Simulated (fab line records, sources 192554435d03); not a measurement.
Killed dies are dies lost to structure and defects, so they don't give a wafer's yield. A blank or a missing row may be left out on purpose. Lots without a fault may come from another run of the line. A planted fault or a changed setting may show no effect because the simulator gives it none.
Chamber matching | flow n5_finfet | N5_BEOL_M8_ETCH_61 on rie_diel-05: 4 sister chambers
The step etches SiARC in CF4, target depth 45.5 nm, time 75.8 s. 8 wafers are shown with their chamber, then 9 later ones without.

WAFERS WITH THEIR CHAMBER
wafer  | chamber | showerhead_plenum_p_Torr (Torr) | throttle_valve_pct (%)
L079.2 | 3       | 2.12                            | 15.79
L079.4 | 0       | 2.08                            | 15.45
L083.5 | 3       | 2.11                            | 15.78
L086.1 | 0       | 2.08                            | 15.47
L086.3 | 1       | 2.09                            | 15.38
L088.2 | 2       | 2.17                            | 15.63
L088.3 | 1       | 2.08                            | 15.38
L088.5 | 2       | 2.17                            | 15.63

WAFERS WITHOUT THEIR CHAMBER
wafer  | showerhead_plenum_p_Torr (Torr) | throttle_valve_pct (%)
L093.1 | 2.11                            | 15.34
L093.3 | 2.07                            | 15.52
L093.6 | 2.17                            | 15.63
L095.3 | 2.07                            | 15.52
L095.4 | 2.17                            | 15.63
L095.5 | 2.08                            | 15.43
L097.1 | 2.17                            | 15.65
L097.2 | 2.10                            | 15.35
L097.3 | 2.08                            | 15.43

WHICH CHAMBER EACH WENT THROUGH
wafer  | from the rows above | in truth
L093.1 | 1                   | 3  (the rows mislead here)
L093.3 | 0                   | 0
L093.6 | 2                   | 2
L095.3 | 0                   | 0
L095.4 | 2                   | 2
L095.5 | 0                   | 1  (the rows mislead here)
L097.1 | 2                   | 2
L097.2 | 1                   | 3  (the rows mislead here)
L097.3 | 0                   | 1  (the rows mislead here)
Placed correctly: 5 of 9. Can't be placed from these rows: 0. Placed wrongly: 4.
How it was worked out, from the rows above alone: a wafer's distance from a chamber is the root of the sum, over the readings, of the square of ((its reading less the chamber's mean) divided by the reading's scatter). The wafer belongs to the nearest chamber; if the next one is less than 2 further off, it can't be placed. A chamber's mean is the mean of its shown wafers. The scatter: the root of (the sum of the squares of (reading less its chamber's mean) over the shown wafers, divided by (wafers less chambers)).
